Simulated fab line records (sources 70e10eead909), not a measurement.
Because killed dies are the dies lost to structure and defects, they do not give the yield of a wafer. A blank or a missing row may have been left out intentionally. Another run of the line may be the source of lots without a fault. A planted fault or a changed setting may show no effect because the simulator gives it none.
Chamber matching ; flow nand harc ; NHARC_P_M1_PRE_CLEAN_32 on pecvd-01 has 3 sister chambers
The step time 12 s. 6 wafers are shown with their chamber, then 12 later ones without.

== WAFERS WITH THEIR CHAMBER ==
wafer;chamber;heater power w (W)
L087.6;1;591
L088.2;1;670
L088.5;0;638
L090.1;0;715
L090.2;2;724
L090.4;2;713

== WAFERS WITHOUT THEIR CHAMBER ==
wafer;heater power w (W)
L090.3;597
L090.5;723
L090.6;590
L091.1;616
L091.3;728
L091.4;710
L091.2;696
L091.5;609
L091.6;675
L096.1;542
L096.3;720
L096.4;756

== WHICH CHAMBER EACH ONE RAN IN ==
wafer;from the rows above;in truth
L090.3;can't be placed: 1 or 0 or 2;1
L090.5;can't be placed: 2 or 0 or 1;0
L090.6;can't be placed: 1 or 0 or 2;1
L091.1;can't be placed: 1 or 0 or 2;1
L091.3;can't be placed: 2 or 0 or 1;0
L091.4;can't be placed: 2 or 0 or 1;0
L091.2;can't be placed: 0 or 2 or 1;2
L091.5;can't be placed: 1 or 0 or 2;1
L091.6;can't be placed: 0 or 2 or 1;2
L096.1;can't be placed: 1 or 0 or 2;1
L096.3;can't be placed: 2 or 0 or 1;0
L096.4;can't be placed: 2 or 0 or 1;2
Correct placement for 0 of the 12. Cannot be placed on the basis of these rows: 12; the candidates contain the true chamber in 12. Wrongly placed: 0.
How it was worked out, from the rows above alone: a wafer's distance from a chamber is the root of the sum, over the readings, of the square of ((its reading less the chamber's mean) divided by the reading's scatter). The wafer belongs to the nearest chamber; if the next one is less than 2 further off, it can't be placed. For every chamber, the mean is computed from those of its wafers that are shown. The scatter is the square root of a quotient: the sum, over the shown wafers, of each reading's squared deviation from its chamber's mean, divided by wafers minus chambers.
